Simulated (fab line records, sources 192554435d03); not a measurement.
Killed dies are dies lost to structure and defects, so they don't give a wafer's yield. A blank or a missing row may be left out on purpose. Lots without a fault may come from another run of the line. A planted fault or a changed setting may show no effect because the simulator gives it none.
Which tool did it? | flow n5_finfet | 6 lots, 18 wafers sampled, at 1 step of a route of 1938

WHAT THE GAUGES READ, wafer by wafer
N5_BEOL_M7_OVL_MEAS_29.
lot  | measured     | on         | V6_OVL (nm)
L552 | day 9 12:23  | overlay-01 | 0.3 -0.6 0.4
L555 | day 10 01:02 | overlay-01 | 0.6 0.6 0.0
L558 | day 10 14:19 | overlay-01 | 0.4 -0.4 -1.0
L560 | day 11 08:33 | overlay-02 | -0.1 -1.0 0.4
L565 | day 12 06:08 | overlay-02 | -0.2 -1.0 -0.1
L572 | day 14 18:21 | overlay-01 | 1.0 0.4 1.5

WHICH TOOL RAN EACH LOT (tool, then ch and the chambers of the sampled wafers, then the start)
The record holds no process step before these readings.

THE ANSWER, worked out from the rows above alone
Rule: what is usual is taken from the lots themselves. Put in order of their means at a reading, lots are off if they are a third of the lots or fewer, leave a main group of 4 or more, and stand apart from it by a gap of 3 or more times the standard deviation of the main group's means; of several such gaps the widest counts. A main group whose means are all the same, to the digits that the tables above print for the reading, isn't used. A lot without any number at a reading at which 4 lots or more have one is off too. The other lots that the step has rows for count as sound.
No lot is off at any reading shown: from this, nothing can be told.

WHAT THE SIMULATOR HAD PUT IN
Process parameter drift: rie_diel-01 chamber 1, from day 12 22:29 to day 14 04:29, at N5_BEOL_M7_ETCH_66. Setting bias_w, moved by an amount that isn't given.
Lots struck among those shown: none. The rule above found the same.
